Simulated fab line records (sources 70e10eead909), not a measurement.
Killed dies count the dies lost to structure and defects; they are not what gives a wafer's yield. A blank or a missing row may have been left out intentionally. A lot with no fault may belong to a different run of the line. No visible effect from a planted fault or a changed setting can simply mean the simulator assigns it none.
Chamber matching	flow nand harc	pecvd-02 running NHARC_A_ONON_D1_DEP_33: 3 sister chambers
The step deposits SiO2, target thk 200 nm. 16 wafers are shown with their chamber, then 8 later ones without.

## WAFERS, EACH WITH ITS CHAMBER
wafer	chamber	throttle valve pct (%)	heater power w (W)	flow sccm (sccm)
L814.1	1	16.1	518	2645
L814.2	2	15.8	452	2652
L814.3	0	16.4	507	2639
L815.2	2	15.2	531	2648
L815.3	0	16.6	485	2647
L815.6	2	15.4	549	2660
L821.2	1	15.6	504	2632
L821.5	0	16.2	389	2650
L821.6	1	15.7	510	2641
L826.1	1	15.7	606	2668
L826.5	0	16.6	378	2646
L826.6	2	15.7	576	2661
L827.1	0	16.4	500	2651
L827.2	2	15.4	584	2640
L827.4	1	15.8	500	2661
L831.4	1	15.6	603	2647

SIGNATURES (means of the wafers above)
reading	chamber 0	chamber 1	chamber 2	scatter within a chamber
throttle valve pct	16.440	15.750	15.500	0.201
heater power w	451.80	540.17	538.40	55.2
flow sccm	2646.60	2649.00	2652.20	9.89
Rule: distance of a wafer from a chamber = root of the sum over the readings of ((wafer's reading minus chamber's mean) / reading's scatter) squared. If the next closest chamber is less than 2 further off than the closest, the wafer can't be placed; otherwise it belongs to the closest. The scatter is the square root of a quotient: the sum, over the shown wafers, of each reading's squared deviation from its chamber's mean, divided by wafers minus chambers.

## WAFERS MISSING THEIR CHAMBER
wafer	throttle valve pct (%)	heater power w (W)	flow sccm (sccm)
L831.5	15.4	587	2646
L831.6	16.8	456	2651
L830.2	16.9	468	2645
L830.4	16.8	486	2650
L830.5	15.8	563	2638
L833.1	15.7	572	2642
L833.2	16.1	463	2648
L833.3	16.7	423	2642

## WHICH CHAMBER EACH ONE RAN IN
wafer	from the rows above	in truth
L831.5	can't be placed: 2 or 1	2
L831.6	0	0
L830.2	0	0
L830.4	0	0
L830.5	can't be placed: 1 or 2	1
L833.1	can't be placed: 1 or 2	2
L833.2	can't be placed: 0 or 1 or 2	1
L833.3	0	0
4 of 8 placed correctly. From these rows, 4 cannot be placed; in 4 the true chamber is one of the candidates. Placed wrongly: 0.
